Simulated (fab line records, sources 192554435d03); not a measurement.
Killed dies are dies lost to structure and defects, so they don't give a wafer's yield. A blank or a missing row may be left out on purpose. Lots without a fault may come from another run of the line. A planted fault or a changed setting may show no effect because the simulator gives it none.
Problem report in the 8D (eight disciplines) form, filled by code | flow n5_finfet | the parts of the form that need people (team, actions taken, sign-off) are left out

1. THE PROBLEM
raw_defect_count at N5_BEOL_M1_INSPECT_59 reads a mean of 823 on 2 wafers of 2 lots; wafers without a fault read 73 with a standard deviation of 22. That is +34 standard deviations from the usual mean.
The step: inspects for defects (darkfield).
First seen on wafer L878.3, day 8 13:14, on defect_inspect-01. The record holds 26 wafers of 9 lots with a number at this step. Rule for "out", or "out of limits": more than 4 standard deviations from the usual mean. The other wafers with a number count as sound.

2. WHAT IT IS AND WHAT IT IS NOT
question                    | is                                   | is not
which readings at this step | raw_defect_count                     | -
which lots                  | L878, L881                           | L871, L876, L877, L879, L891, L892, L894
which wafers of those lots  | L878.3, L881.1                       | L878.1, L878.5, L881.3, L881.6
read on which gauges        | defect_inspect-01, defect_inspect-02 | -
when                        | from day 8 13:14                     | up to then (11 sound wafers); but 13 sound wafers of L879, L881, L891, L892, L894 came after

3. SUSPECTS, AND WHAT RULES EACH OUT
Counting: a tool at a process step up to the reading stays a suspect if it ran every lot that is out. Sound lots after the first of them don't rule it out here, since some wafers of a struck lot are sound.
- the gauge at N5_BEOL_M1_INSPECT_59: ruled out. The wafers that are out were read on 2 gauges (defect_inspect-01, defect_inspect-02).
- cvd_co-02 at N5_BEOL_M1_PRE_CLEAN_60 (time 15 s): kept. It ran every lot that is out, first L878 (day 8 12:57); its last sound lot up to then is L877 (day 8 07:53).
- Within cvd_co-02 at N5_BEOL_M1_PRE_CLEAN_60: the wafers that are out ran in chamber 0; their sound lot-mates ran in chambers 1, 2.
Left after counting: cvd_co-02 at N5_BEOL_M1_PRE_CLEAN_60.

4. THE CAUSE (what the simulator had put in)
Chamber particle source: cvd_co-02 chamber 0, from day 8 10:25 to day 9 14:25, at N5_BEOL_M1_PRE_CLEAN_60. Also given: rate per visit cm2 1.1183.
Counting left only this tool.

5. THE CHAIN OF EFFECTS, in route order
Each row: a reading whose mean over the struck wafers that have a number lies more than 3 standard deviations from the usual. Only readings for which the record gives a usual standard deviation are gone through. hours: the time from each lot's start at the first step in this table that gives one to its start at this step, as a median over the lots. sigmas: the change in usual standard deviations.
hours | step                    | reading              | usual  | on struck wafers | change | sigmas
0     | N5_BEOL_M1_INSPECT_59   | raw_defect_count     | 73     | 823              | +750   | +34
3     | N5_BEOL_M2_INSPECT_13   | raw_defect_count     | 439    | 1130             | +692   | +6.9
4     | N5_BEOL_M2_INSPECT_30   | raw_defect_count     | 442    | 1186             | +744   | +6.8
135   | N5_PASSIVATION_PROBE_49 | defect_limited_yield | 91.4 % | 78.3             | -13.1  | -8.7
135   | N5_PASSIVATION_PROBE_49 | killed_at_M0_to_M3   | 35     | 184              | +149   | +14
135   | N5_PASSIVATION_PROBE_49 | killed_dies          | 102    | 256              | +154   | +8.6
135   | N5_PASSIVATION_PROBE_49 | killed_on_rim        | 13     | 28               | +15    | +4.1
135   | N5_PASSIVATION_PROBE_49 | sort_bin_5_function  | 5.1 %  | 13.1             | +8.0   | +7.3
135   | N5_PASSIVATION_PROBE_49 | sort_n_pass          | 1078   | 924              | -154   | -8.6
135   | N5_PASSIVATION_PROBE_49 | sort_yield_pct       | 91.4 % | 78.3             | -13.1  | -8.7
The process steps in it:
- N5_PASSIVATION_PROBE_49
Later measuring or inspecting steps at which every struck wafer that the step has a row for has a number for every such reading, and none has moved that far: N5_BEOL_M4_RC_MEAS_101.

6. WHAT WOULD HAVE CAUGHT IT SOONER
In this record the first reading out of limits at a measuring or inspecting step was taken at day 8 13:14, 3 hours after the fault began at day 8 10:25.
Of the tool readings at N5_BEOL_M1_PRE_CLEAN_60 for which the record gives a usual standard deviation, none was out on any struck wafer, so an alarm limit of 4 standard deviations on them would not have fired.
Of the lots that are out (2), L881 began N5_BEOL_M1_PRE_CLEAN_60 on cvd_co-02 after day 8 13:14. A hold on the tool at that time would have spared it.
